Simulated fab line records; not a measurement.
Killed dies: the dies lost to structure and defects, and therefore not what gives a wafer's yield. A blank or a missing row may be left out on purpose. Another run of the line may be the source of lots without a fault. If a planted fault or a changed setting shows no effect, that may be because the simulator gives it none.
A lot that was struck, set against a sound lot ; flow nand_harc ; 41 out of 1302 route steps
Sound: wafers L704.3, L704.5, L704.6. Struck: wafer L713.5. (L713.2, L713.4 of the same lot were not struck and are left out.) The cause comes at the end.
Per side, at each step with rows, come the tool, then ch with its chambers, and then its first start. Under that, the readings that differ: sound wafers ; struck wafers ; difference of the means ; sigmas: that difference in standard deviations of wafers without a fault.
alike: words and numbers the same on both sides, and readings whose means are apart by under 2 such deviations; not compared: readings that were withheld, readings missing a value for some wafer, numbers with overlapping values and no deviation given by the record, and bounds like >300 which may hide the same value.
The two part at a step that has a row with sigmas, a row that says differs or no value, or rows on one side only. Numbers that don't overlap but have no deviation are shown without sigmas and don't part them. A reading that every wafer of one side lacks parts them only if that side has two wafers or more.

NHARC_A_M0_CD_MEAS_09: the cd target is 80 nm.
  sound on cd_sem-01 ch 0, day 26 15:50; struck on cd_sem-03 ch 0, day 29 14:37
  alike: cd_nm
NHARC_A_M0_OVL_MEAS_10: pitch 160 nm.
  sound: overlay-02 at day 26 15:55; struck: overlay-02 at day 29 14:42
reading;sound;struck;difference;sigmas
overlay_y_nm (nm);-0.3 -0.1 -0.9;1.1;+1.5;+2
  alike: overlay_x_nm
NHARC_A_M0_INSPECT_11:
  sound: defect_inspect-01 at day 26 15:58; struck: defect_inspect-02 at day 29 14:44
  alike: raw_defect_count
then, 3 steps without rows for these wafers: NHARC_A_M0_DESCUM_14 (chemistry O2, time 3 s); NHARC_A_M0_ETCH_34 (etches the open film in N2/H2, target depth 40 nm, overetch 12 nm, time 43.94 s); NHARC_A_M0_ETCH_15 (etches the open film in C4F8/Ar, target depth 150 nm, overetch 15 nm, time 82.5 s).
NHARC_A_M0_CD_MEAS_16:
  sound: cd_sem-02 at day 26 16:19; struck: cd_sem-01 at day 29 15:06
reading;sound;struck;difference;sigmas
cd_nm (nm);79.7 81.6 79.7;78.4;-1.9;-2
then, 2 steps without rows for these wafers: NHARC_A_M0_STRIP_18 (strips in N2/H2); NHARC_A_M0_STRIP_19 (strips in post etch residue remover, time 600 s).
NHARC_A_M0_DEGAS_28: time 60 s.
  sound: pvd_sputter-01 at day 26 16:58; struck: pvd_sputter-03 at day 29 15:44
reading;sound;struck;difference;sigmas
heater_power_w (W);279 365 331;400;+75;+2
then, 2 steps without rows for these wafers: NHARC_A_M0_PRE_CLEAN_29 (time 30 s); NHARC_A_M0_PVD_20 (deposits TaN, target thk 5 nm, time 8.06 s).
NHARC_A_M0_PVD_21: deposits Cu, target thk 30 nm, time 20.49 s.
  sound: pvd_sputter-01 at day 26 17:10; struck: pvd_sputter-03 at day 29 16:01
reading;sound;struck;difference;sigmas
throttle_valve_pct (%);31.0 31.0 29.8;27.9;-2.7;-3
then, 1 step without rows for these wafers: NHARC_A_M0_ECD_22 (material Cu, target thk 400 nm).
NHARC_A_M0_ANNEAL_30: time 90 s.
  sound on rtp_anneal-02 ch 0, day 26 17:52; struck on rtp_anneal-02 ch 0, day 29 16:34
  alike: wafer_temp_C_max
then, 2 steps without rows for these wafers: NHARC_A_M0_CMP_23 (polishes, t overpolish 20 s, target thk 113.75 nm); NHARC_A_M0_SRD_25.
NHARC_A_M0_INSPECT_27:
  sound: defect_inspect-01 at day 26 18:35; struck: defect_inspect-01 at day 29 17:20
  alike: raw_defect_count
NHARC_A_M0_PRE_CLEAN_31: time 12 s.
  sound on pecvd-02 ch 1,2, day 26 18:43; struck on pecvd-01 ch 1, day 29 17:26
  alike: heater_power_w
NHARC_A_M0_DEP_32: deposits SiCN, target thk 30 nm.
  sound on pecvd-02 ch 1,2, day 26 18:58; struck on pecvd-01 ch 1, day 29 17:35
  alike: heater_power_w
then, 10 steps without rows for these wafers: NHARC_A_M1_DEP_00 (deposits SiOC, target thk 182.5 nm); NHARC_A_M1_DEHYDRATE_01 (time 120 s); NHARC_A_M1_HMDS_02 (time 30 s); NHARC_A_M1_COAT_34 (time 65 s); NHARC_A_M1_COAT_03 (resist thk 90 nm); NHARC_A_M1_SOFTBAKE_04 (time 55 s); NHARC_A_M1_EBR_05; NHARC_A_M1_EXPOSE_06 (exposes mask A M1, target cd 120 nm); NHARC_A_M1_PEB_07 (peb time 65 s); NHARC_A_M1_DEVELOP_08 (develop time 35 s).
NHARC_A_M1_CD_MEAS_09: the cd target is 120 nm.
  the record has rows for the sound wafers here (cd_sem-03 ch 0, day 26 20:00) and none for the struck ones
NHARC_A_M1_OVL_MEAS_10: pitch 240 nm.
  the record holds rows for the sound wafers here (overlay-01, day 26 20:05) but none for the struck ones
NHARC_A_M1_INSPECT_11:
  the record holds rows for the sound wafers here (defect_inspect-01, day 26 20:08) but none for the struck ones
NHARC_A_M1_DESCUM_14: chemistry O2, time 3 s.
  the record has rows for the sound wafers here (rie_diel-02 ch 0,3, day 26 20:11) and none for the struck ones
then, 2 steps without rows for these wafers: NHARC_A_M1_ETCH_35 (etches the open film in N2/H2, target depth 40 nm, overetch 12 nm, time 43.94 s); NHARC_A_M1_ETCH_15 (etches the open film in C4F8/Ar, target depth 182.5 nm, time 91.2 s).
NHARC_A_M1_CD_MEAS_16:
  the record holds rows for the sound wafers here (cd_sem-02, day 26 20:30) but none for the struck ones
then, 3 steps without rows for these wafers: NHARC_A_M1_STRIP_18 (strips in N2/H2); NHARC_A_M1_ETCH_28 (etches the open film in CF4/N2, target depth 30 nm, time 72.99 s); NHARC_A_M1_STRIP_19 (strips in post etch residue remover, time 600 s).
NHARC_END_SORT_01:
  at this point the record logs the struck wafers (prober-02 ch 0, day 31 11:40) and has no rows for the sound ones

== WHERE THEY PART ==
At NHARC_A_M0_OVL_MEAS_10 first; at NHARC_END_SORT_01 last (within this record only).

WHY: what the simulator had put in
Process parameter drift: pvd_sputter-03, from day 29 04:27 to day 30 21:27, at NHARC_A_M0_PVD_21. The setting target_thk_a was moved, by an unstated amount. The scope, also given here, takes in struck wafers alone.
